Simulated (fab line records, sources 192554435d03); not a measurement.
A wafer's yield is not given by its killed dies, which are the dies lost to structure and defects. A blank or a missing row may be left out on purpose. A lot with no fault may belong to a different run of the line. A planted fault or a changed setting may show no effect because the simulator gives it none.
Comparing a struck lot with a sound one + flow n5 finfet + 20 steps out of a route of 1938
Sound: these wafers, L314.1, L314.2, L314.5. Struck: wafers L308.1, L308.3, L308.4. The cause comes at the end.
At each step with rows: each side's tool, then ch and its chambers, then its first start. Under that, the readings that differ: sound wafers + struck wafers + difference of the means + sigmas: that difference in standard deviations of wafers without a fault.
alike: a reading whose means differ by less than 2 such deviations, as well as words and numbers matching on both sides. not compared: withheld readings; readings where some wafer has no value; bounds like >300 that might hide an equal value; numbers whose values overlap and for which the record gives no deviation.
Wherever a step has rows on one side only, a row that says differs or no value, or a row with sigmas, the two part there. Numbers that don't overlap but have no deviation are shown without sigmas and don't part them. A reading missing from all wafers of one side parts the sides only when that side holds two or more wafers.

first, 9 steps without rows for these wafers: N5_MOL_CONTACT_COAG_COAT_34 (resist thk 40 nm); N5_MOL_CONTACT_COAG_EBR_36; N5_MOL_CONTACT_COAG_SOFTBAKE_35 (time 60 s); N5_MOL_CONTACT_COAG_EXPOSE_37 (exposes mask VD, defocus 0 nm); N5_MOL_CONTACT_COAG_PEB_38 (peb time 60 s); N5_MOL_CONTACT_COAG_DEVELOP_39 (develop time 30 s); N5_MOL_CONTACT_COAG_DESCUM_45 (chemistry O2, time 7 s); N5_MOL_CONTACT_COAG_ETCH_65 (etches underlayer in N2/H2, target depth 13 nm, time 10.4 s); N5_MOL_CONTACT_COAG_ETCH_66 (etches SiARC in CF4, target depth 13 nm, time 21.7 s).
N5_MOL_CONTACT_COAG_ALD_133: deposits SiO2, target thk 5 nm, pulse time 1 s, co reactant pulse time 1 s.
  sound on ald sin-02 ch 0,2, day 9 09:51; struck on ald sin-01 ch 0,2,3, day 8 01:20
  no value came back on the struck wafers for any of 6 readings (ald cycles, chamber pressure Torr (Torr) and others); on the sound wafers ald cycles reads 35 35 35
then, 6 steps without rows for these wafers: N5_MOL_CONTACT_COAG_ETCHBACK_134 (etches SiO2 in CHF3, target depth 10 nm, time 6.7 s); N5_MOL_CONTACT_COAG_ETCH_67 (etches SOC in N2/H2, target depth 60 nm, overetch 21 nm, time 101.2 s); N5_MOL_CONTACT_COAG_STRIP_68 (strips in N2/H2); N5_MOL_CONTACT_COAG_STRIP_69 (strips in N2/H2); N5_MOL_CONTACT_COAG_ETCHBACK_136 (etches SiO2 in CHF3, target depth 25 nm, time 16.7 s); N5_MOL_CONTACT_COAG_STRIP_120 (strips in CHF3).
N5_MOL_CONTACT_COAG_VIA_ETCH_117: etches SiO2 in C4F6/O2, target depth 40 nm, overetch 8 nm, time 26 s.
  sound on rie diel-06 ch 0,1,3, day 9 10:11; struck on rie diel-06 ch 0,2,3, day 8 01:43
| reading                                      | sound             | struck            | difference | sigmas |
|----------------------------------------------|-------------------|-------------------|------------|--------|
| model.MOL_CONTACT_COAG.feature depth nm (nm) | 39.6 40 40        | 44 44.4 45        | +5         |        |
| model.etch.depth nm (nm)                     | 39.64 40.05 40.02 | 43.68 44.03 44.68 | +4.23      |        |
  alike: drypump motor current A, oes_o_777_au, oes product au, rf vpp V, showerhead plenum p Torr, throttle valve pct
  not compared: rf hours counter h
then, 1 step without rows for these wafers: N5_MOL_CONTACT_COAG_ETCH_124 (etches SiNx in CH3F/O2, stops on SiOC, target depth 6.5 nm).
N5_BEOL_M4_RC_MEAS_101:
  the record has rows for the sound wafers here (prober-02 ch 0, day 12 06:09) and none for the struck ones
-- record jumps: 7 days separate the struck wafers' starts on either side; left off in module BEOL_M4, taken up again in module PASSIVATION, whose first shown step is the route's number 1936 --
N5_PASSIVATION_PROBE_49:
  sound on prober-01 at day 18 17:55; struck on prober-01 at day 15 07:25
| reading                  | sound          | struck         | difference | sigmas      |
|--------------------------|----------------|----------------|------------|-------------|
| defect limited yield (%) | 90.9 90.3 92.3 | 19.3 18.3 19.2 | -72.2      | -52         |
| killed at contacts       | 3 15 7         | 869 880 864    | +863       | +99 or more |
| killed dies              | 107 115 91     | 952 964 953    | +852       | +53         |
| killed on rim            | 16 15 11       | 152 151 133    | +131       | +39         |
| sort_bin_5_function (%)  | 5.3 6.4 3.6    | 77.3 78.7 77.6 | +72.8      | +80         |
| sort n pass              | 1073 1065 1089 | 228 216 227    | -852       | -53         |
| sort yield pct (%)       | 90.9 90.3 92.3 | 19.3 18.3 19.2 | -72.2      | -52         |
  alike: killed_at_M0_to_M3, killed_at_M4_up, killed at front end, killed at other, killed open, killed short, sort_bin_6_memory

## WHERE THEY PART
Earliest at N5_MOL_CONTACT_COAG_ALD_133; latest, in this record, at N5_PASSIVATION_PROBE_49.

WHY: whatever the simulator had introduced
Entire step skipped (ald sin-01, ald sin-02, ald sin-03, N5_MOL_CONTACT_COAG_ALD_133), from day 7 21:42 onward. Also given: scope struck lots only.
